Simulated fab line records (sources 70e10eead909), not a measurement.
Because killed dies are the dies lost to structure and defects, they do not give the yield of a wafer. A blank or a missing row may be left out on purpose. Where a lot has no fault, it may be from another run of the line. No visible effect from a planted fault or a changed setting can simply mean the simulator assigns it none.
fab line records ; flow nand_harc
record: lots: 12; wafers: 36; last_day: 33
route steps=1302 shown A_CHANNEL_HOLE_D1@469 A_CHANNEL_FILL_D1@494
lots that met no fault: from a run of the same line without faults
start_h: hours from the record's opening day to when the first of the lot's shown wafers began ; wait_h: hours since the lot's step before ; " same as the row above ; L1.1+2: one row covering several wafers at once ; - no value, or no start given ; * or withheld: withheld ; < > ~ a bound
route shown NAME@n: a module of which the file shows steps, and the number in the route of the first ; usual: the fault-free wafers' mean and standard deviation ; same: alike in all rows ; chamber/n: place in a boat ; sites: the reading at each site ; _std_site: standard deviation of those values ; _edge_site: mean of outer sites minus mean of inner sites ; radius_mm: for every site, how far away it sits from the centre of the wafer ; mask NAME#n: copy n ; behind: tool/chamber where the wafer was last shaped ; hold: reason for holding the lot/hours on hold/outcome of the hold ; device: the n, p or np transistor that did not switch ; end of line: at the end of the route, the tests of the same wafers ; a step without rows: its recipe alone ; killed: count of dies lost to structure and defects at first sort (not the wafer's yield) ; map: shows each die of a wafer: x if killed, . if not, _ if none is there
set.NAME: setting as actually run; set.NAME@STEP: the setting as run at that earlier step ; model.NAME: the simulator's own value behind a step, which no gauge read
steps of the route over a sample of lots; a table a step, a row a wafer
services: a tool's chamber out of use, with start hour (start_h, from the record's first day; less than 0 if before it), hours out, and reason
== steps ==
step: NHARC_A_CHANNEL_HOLE_D1_ETCH_16
recipe: target_depth_a: 31000; over_etch_frac: 0.3; time_s: 806; ion_energy_ev: 150; o2_flow_sccm: 400; cos_flow_sccm: 20; ar_flow_sccm: 0; rf_w: 500; bias_w: 300; chemistry: O2/COS
usual: drypump_motor_current_A: 5.6/0.42; oes_product_au: 1.000/0.008; rf_vpp_V: 314.7/1.6; showerhead_plenum_p_Torr: 3.15/0.1; throttle_valve_pct: 28.329/0.0083
same: over_etch_frac: 0.3
lot.wafer;tool;chamber;start_h;wait_h;drypump_motor_current_A;oes_product_au;rf_hours_counter_h;rf_vpp_V;showerhead_plenum_p_Torr;throttle_valve_pct
L212.3;rie_diel-07;1;-;-;5.8;1.008;7;315.5;3.18;28.318
L212.5;rie_diel-07;2;-;-;5.0;1.002;-;313.5;3.07;28.327
L212.6;rie_diel-07;3;-;-;5.5;0.995;-;315.5;3.26;28.325
L214.4;rie_diel-07;3;-;-;5.5;1.001;10;316.6;3.26;28.324
L214.1;rie_diel-07;0;-;-;5.3;1.002;10;314.5;3.09;28.315
L214.5;rie_diel-07;2;-;-;5.1;1.003;-;313.8;3.07;28.345
L215.4;rie_diel-06;1;-;-;6.4;1.009;30;311.5;2.91;28.317
L215.5;rie_diel-06;2;-;-;6.4;0.994;-;314.6;3.21;28.339
L215.6;rie_diel-06;3;-;-;6.5;0.995;-;318.3;3.33;28.327
L216.2;rie_diel-07;1;-;-;5.9;1.000;11;314.8;3.18;28.326
L216.4;rie_diel-07;2;-;-;5.1;0.986;11;314.8;3.07;28.311
L216.1;rie_diel-07;0;-;-;5.3;1.003;12;312.9;3.09;28.325
L218.2;rie_diel-07;2;-;-;5.1;0.992;13;313.3;3.07;28.331
L218.6;rie_diel-07;1;-;-;5.8;1.002;-;316.5;3.18;28.321
L218.5;rie_diel-07;2;-;-;5.1;1.008;-;313.7;3.07;28.338
L217.2;rie_diel-06;0;-;-;6.0;1.005;39;312.9;3.12;28.341
L217.3;rie_diel-06;2;-;-;6.5;0.998;44;314.2;3.21;28.329
L217.6;rie_diel-06;0;-;-;6.0;0.997;-;315.0;3.12;28.331
L220.4;rie_diel-07;2;-;-;5.1;0.997;15;314.7;3.07;28.338
L220.2;rie_diel-07;3;-;-;5.5;0.996;16;315.8;3.26;28.320
L220.6;rie_diel-07;0;-;-;5.3;1.015;-;316.1;3.09;28.329
L228.1;rie_diel-07;3;-;-;5.5;0.981;4;316.7;3.26;28.322
L228.6;rie_diel-07;3;-;-;5.5;0.994;-;316.5;3.26;28.318
L228.5;rie_diel-07;0;-;-;5.3;1.003;-;312.7;3.09;28.329
L229.3;rie_diel-07;3;-;-;5.5;0.993;5;314.1;3.26;28.327
L229.1;rie_diel-07;1;-;-;5.8;1.008;7;314.5;3.17;28.332
L229.5;rie_diel-07;0;-;-;5.3;1.003;-;313.5;3.09;28.314
L230.4;rie_diel-07;1;-;-;5.8;1.005;7;315.9;3.17;28.318
L230.3;rie_diel-07;2;-;-;5.1;1.005;7;312.8;3.07;28.323
L230.5;rie_diel-07;2;-;-;5.1;1.003;-;313.3;3.07;28.327
L231.1;rie_diel-07;1;-;-;5.8;1.006;9;314.8;3.17;28.336
L231.4;rie_diel-07;0;-;-;5.3;1.013;8;313.6;3.08;28.327
L231.5;rie_diel-07;1;-;-;5.9;0.999;-;316.5;3.17;28.329
L232.4;rie_diel-01;3;-;-;5.9;1.010;3;317.8;3.34;28.328
L232.3;rie_diel-01;1;-;-;5.4;0.993;3;315.2;3.05;28.316
L232.5;rie_diel-01;2;-;-;6.1;1.004;-;318.0;3.37;28.329
step: NHARC_A_CHANNEL_HOLE_D1_ETCH_20
recipe: bias_v: 3000; source_w: withheld; pressure_mtorr: 20; time_s: 361.9; ar_flow_sccm: 375; c4f8_flow_sccm: 89.3; o2_flow_sccm: 35.7; temp_c: -20; target_depth_a: 16000; chemistry: C4F8/O2/Ar
usual: drypump_motor_current_A: 5.9/0.3; showerhead_plenum_p_Torr: 3.65/0.12; throttle_valve_pct: 32.155/0.0093
lot.wafer;tool;chamber;start_h;wait_h;drypump_motor_current_A;rf_hours_counter_h;showerhead_plenum_p_Torr;throttle_valve_pct
L212.3;har_etch-01;0;201.59;0.2;6.1;-;3.73;32.159
L212.5;har_etch-01;0;201.59;0.2;6.0;-;3.73;32.150
L212.6;har_etch-01;1;201.59;0.2;5.5;-;3.67;32.139
L214.1;har_etch-02;0;222.84;0.1;6.2;321;3.75;32.174
L214.4;har_etch-02;0;222.84;0.1;6.2;-;3.75;32.155
L214.5;har_etch-02;0;222.84;0.1;6.2;-;3.75;32.163
L215.4;har_etch-01;1;229.52;0.2;5.4;-;3.66;32.165
L215.6;har_etch-01;1;229.52;0.2;5.4;-;3.66;32.142
L215.5;har_etch-01;0;229.52;0.2;6.1;-;3.72;32.142
L216.1;har_etch-02;0;236.93;0.1;6.2;328;3.75;32.159
L216.2;har_etch-02;1;236.93;0.1;5.7;328;3.48;32.162
L216.4;har_etch-02;1;236.93;0.1;5.7;-;3.48;32.153
L218.2;har_etch-02;1;255.62;0.1;5.7;336;3.48;32.165
L218.5;har_etch-02;1;255.62;0.1;5.6;-;3.48;32.161
L218.6;har_etch-02;0;255.62;0.1;6.2;-;3.74;32.157
L217.2;har_etch-01;0;255.74;0.1;6.1;122;3.72;32.153
L217.3;har_etch-01;1;255.74;0.1;5.5;-;3.65;32.162
L217.6;har_etch-01;0;255.74;0.1;6.1;-;3.72;32.161
L220.2;har_etch-01;1;283.72;0.1;5.4;137;3.64;32.152
L220.4;har_etch-01;0;283.72;0.1;6.1;-;3.71;32.141
L220.6;har_etch-01;0;283.72;0.1;6.1;-;3.71;32.157
L228.1;har_etch-02;0;363.93;0.1;6.2;401;3.71;32.167
L228.6;har_etch-02;0;363.93;0.1;6.2;-;3.71;32.160
L228.5;har_etch-02;1;363.93;0.1;5.7;-;3.44;32.157
L229.1;har_etch-01;1;374.20;0.1;5.4;190;3.61;32.138
L229.3;har_etch-01;1;374.20;0.1;5.4;-;3.61;32.156
L229.5;har_etch-01;1;374.20;0.1;5.5;-;3.61;32.139
L230.4;har_etch-01;0;391.69;0.2;6.1;-;3.67;32.157
L230.3;har_etch-01;1;391.69;0.2;5.4;-;3.61;32.162
L230.5;har_etch-01;1;391.69;0.2;5.5;-;3.61;32.167
L231.1;har_etch-01;0;399.92;0.1;6.1;213;3.67;32.155
L231.4;har_etch-01;0;399.92;0.1;6.1;-;3.67;32.159
L231.5;har_etch-01;0;399.92;0.1;6.1;-;3.67;32.133
L232.4;har_etch-02;1;402.55;0.2;5.7;-;3.93;32.157
L232.3;har_etch-02;0;402.55;0.2;6.1;-;3.70;32.159
L232.5;har_etch-02;1;402.55;0.2;5.7;-;3.93;32.176
step: NHARC_A_CHANNEL_FILL_D1_ALD_14
recipe: target_thk_a: 25; pulse_time_s: 10; ald_cycles: 25; temp_c: 300; material: SiO2
usual: ald_cycles: 25/0; heater_power_w: 479/70; precursor_pulse_height_rel: 1.002/0.021
lot.wafer;tool;chamber;start_h;wait_h;ald_cycles;heater_power_w;precursor_pulse_height_rel
L212.3;ald_hk-04;2;212.10;0.2;25;460;1.016
L212.5;ald_hk-04;3;212.10;0.2;25;523;1.029
L212.6;ald_hk-04;0;212.10;0.2;25;495;0.983
L214.1;ald_hk-04;3;235.69;0.0;25;524;0.998
L214.4;ald_hk-04;2;235.69;0.0;25;453;0.978
L214.5;ald_hk-04;0;235.69;0.0;25;496;0.986
L215.4;ald_hk-04;2;242.32;0.2;25;454;1.025
L215.5;ald_hk-04;3;242.32;0.2;25;522;1.031
L215.6;ald_hk-04;0;242.32;0.2;25;481;0.987
L216.2;ald_hk-04;1;250.80;0.0;25;440;1.008
L216.1;ald_hk-04;2;250.80;0.0;25;465;1.020
L216.4;ald_hk-04;3;250.80;0.0;25;523;1.042
L218.2;ald_hk-04;2;270.00;1.7;26;465;0.992
L218.6;ald_hk-04;1;270.00;1.7;26;407;1.001
L218.5;ald_hk-04;2;270.00;1.7;26;464;0.993
L217.3;ald_hk-04;1;270.19;1.9;26;413;1.030
L217.2;ald_hk-04;3;270.19;1.9;26;503;1.002
L217.6;ald_hk-04;1;270.19;1.9;26;407;0.992
L220.4;ald_hk-04;3;297.05;0.1;26;495;0.969
L220.2;ald_hk-04;0;297.05;0.1;26;491;1.030
L220.6;ald_hk-04;1;297.05;0.1;26;415;1.005
L228.1;ald_hk-04;1;376.80;0.1;25;409;0.987
L228.5;ald_hk-04;0;376.80;0.1;25;481;0.999
L228.6;ald_hk-04;1;376.80;0.1;25;419;1.002
L229.3;ald_hk-02;0;386.91;0.0;25;629;1.001
L229.1;ald_hk-02;1;386.91;0.0;25;426;0.979
L229.5;ald_hk-02;0;386.91;0.0;25;632;0.982
L230.3;ald_hk-02;0;406.30;0.0;25;633;0.983
L230.4;ald_hk-02;2;406.30;0.0;25;435;0.997
L230.5;ald_hk-02;1;406.30;0.0;25;429;1.004
L231.4;ald_hk-02;3;412.69;0.0;25;396;1.070
L231.1;ald_hk-02;2;412.69;0.0;25;436;0.997
L231.5;ald_hk-02;3;412.69;0.0;25;408;1.023
L232.3;ald_hk-02;2;412.91;0.3;25;441;0.995
L232.4;ald_hk-02;0;412.91;0.3;25;638;1.020
L232.5;ald_hk-02;2;412.91;0.3;25;437;1.003
step: NHARC_A_CHANNEL_FILL_D1_STRIP_28
recipe: time_s: 20; o2_flow_sccm: 500; ar_flow_sccm: 0; bias_w: 0; chemistry: O2
usual: drypump_motor_current_A: 5.9/0.5; oes_product_au: 0.999/0.0079; rf_vpp_V: 57.7/0.92; showerhead_plenum_p_Torr: 3.48/0.14; throttle_valve_pct: 17.035/0.0089
lot.wafer;tool;chamber;start_h;wait_h;drypump_motor_current_A;oes_product_au;rf_hours_counter_h;rf_vpp_V;showerhead_plenum_p_Torr;throttle_valve_pct
L212.3;rie_diel-09;0;229.34;0.1;6.1;0.995;3.0;56.7;3.33;17.028
L212.5;rie_diel-09;2;229.34;0.1;5.2;1.004;-;57.4;3.38;17.020
L212.6;rie_diel-09;3;229.34;0.1;5.6;1.004;-;57.5;3.64;17.048
L214.4;rie_diel-08;1;252.86;0.1;6.8;1.002;3.3;56.5;3.36;17.052
L214.1;rie_diel-08;0;252.86;0.1;6.3;0.995;3.4;57.0;3.36;17.044
L214.5;rie_diel-08;2;252.86;0.1;5.6;1.001;-;57.9;3.46;17.023
L215.4;rie_diel-03;3;260.53;0.1;5.4;1.008;-;57.2;3.42;17.045
L215.6;rie_diel-03;1;260.53;0.1;6.1;1.009;-;59.4;3.75;17.019
L215.5;rie_diel-03;2;260.53;0.1;5.3;0.996;-;56.2;3.48;17.031
L216.4;rie_diel-08;0;268.02;0.1;6.3;0.996;4.6;57.6;3.36;17.041
L216.1;rie_diel-08;1;268.02;0.1;6.8;1.013;4.6;57.8;3.36;17.045
L216.2;rie_diel-08;3;268.02;0.1;5.6;0.995;3.9;58.6;3.72;17.034
L218.2;rie_diel-09;3;287.20;0.1;5.6;1.000;6.8;58.6;3.64;17.038
L218.5;rie_diel-09;3;287.20;0.1;5.6;0.996;-;57.4;3.64;17.025
L218.6;rie_diel-09;0;287.20;0.1;6.0;0.987;-;60.2;3.33;17.039
L217.3;rie_diel-08;1;287.24;0.1;6.8;1.006;5.7;58.5;3.36;17.055
L217.2;rie_diel-08;0;287.24;0.1;6.3;0.994;5.9;55.6;3.36;17.047
L217.6;rie_diel-08;2;287.24;0.1;5.6;1.002;-;58.3;3.46;17.024
L220.2;rie_diel-03;2;315.53;0.1;5.3;0.995;1.5;59.3;3.47;17.028
L220.4;rie_diel-03;1;315.53;0.1;6.2;1.007;1.2;57.9;3.75;17.039
L220.6;rie_diel-03;2;315.53;0.1;5.3;1.001;-;57.9;3.47;17.027
L228.1;rie_diel-08;1;395.07;0.1;6.8;0.998;1.3;56.6;3.35;17.039
L228.5;rie_diel-08;1;395.07;0.1;6.8;0.997;-;56.1;3.35;17.033
L228.6;rie_diel-08;2;395.07;0.1;5.6;1.002;-;59.3;3.46;17.037
L229.3;rie_diel-03;3;405.35;0.1;5.4;1.005;7.4;57.2;3.41;17.032
L229.1;rie_diel-03;1;405.35;0.1;6.1;0.992;6.3;59.0;3.75;17.046
L229.5;rie_diel-03;3;405.35;0.1;5.4;1.004;-;59.1;3.41;17.034
L230.3;rie_diel-03;2;425.37;0.1;5.3;0.997;8.5;57.9;3.47;17.020
L230.4;rie_diel-03;0;425.37;0.1;6.3;0.990;7.5;59.0;3.34;17.052
L230.5;rie_diel-03;1;425.37;0.1;6.1;1.003;-;58.3;3.75;17.030
L232.3;rie_diel-08;3;430.32;0.1;5.6;0.991;3.3;57.8;3.72;17.039
L232.4;rie_diel-08;0;430.32;0.1;6.3;0.996;2.8;57.3;3.36;17.047
L232.5;rie_diel-08;3;430.32;0.1;5.6;0.992;-;56.8;3.72;17.028
L231.4;rie_diel-03;3;430.32;0.1;5.4;0.995;8.6;57.9;3.41;17.014
L231.1;rie_diel-03;1;430.32;0.1;6.1;1.006;7.7;58.8;3.75;17.028
L231.5;rie_diel-03;3;430.32;0.1;5.5;1.005;-;58.7;3.41;17.033
== services ==
tool;chamber;start_h;hours;kind
rie_diel-03;1;189.58;4.1;repair
rie_diel-08;-;190.80;9.0;pm
rie_diel-08;2;204.44;10.2;repair
rie_diel-03;0;208.23;8.5;repair
rie_diel-03;-;214.31;0.3;repair
rie_diel-08;2;220.67;1.7;repair
rie_diel-08;-;224.62;0.6;repair
rie_diel-08;3;237.17;5.4;repair
ald_hk-04;-;254.74;10.0;pm
rie_diel-03;0;259.78;7.5;repair
rie_diel-03;-;281.34;9.0;pm
rie_diel-07;3;283.61;12.9;repair
rie_diel-07;-;294.25;9.0;pm
ald_hk-02;-;295.90;0.6;repair
rie_diel-03;-;344.68;1.2;repair
ald_hk-02;-;348.75;10.0;pm
rie_diel-08;1;354.29;1.7;repair
rie_diel-08;1;364.16;1.2;repair
rie_diel-08;-;367.80;9.0;pm
har_etch-02;-;377.00;17.0;pm
rie_diel-07;-;383.54;0.1;repair
rie_diel-03;3;389.81;8.4;repair
rie_diel-03;2;400.46;5.3;repair
rie_diel-03;0;412.67;4.8;repair
== key ==
first_sign: step: NHARC_A_CHANNEL_FILL_D1_ALD_14; reading: ald_cycles; direction: up; sigmas: 99+; usual: 25; struck: 26
effect none on later readings
met_at NHARC_A_CHANNEL_FILL_D1_ALD_14
struck_lots L217,L218,L220
tester_left_out L217,L218,L220
not_acting_at NHARC_A_CHANNEL_HOLE_D1_ETCH_16,NHARC_A_CHANNEL_HOLE_D1_ETCH_20,NHARC_A_CHANNEL_FILL_D1_STRIP_28
fault: kind: process_parameter_drift; tool: ald_hk-04; chamber: -; onset_h: 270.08; steps: NHARC_A_CHANNEL_FILL_D1_ALD_14; channel: ald_cycles; offset: 1; shape: step; end_h: 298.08; acts_in: these_recipes_only; stated: 25
tester_left_out: of these lots the tester's yield and bins aren't shown, on N5 and GAA mostly nor the transistor test; their killed dies are dies lost to structure and defects alone, not to doping, threshold or leakage, so they don't give the yield
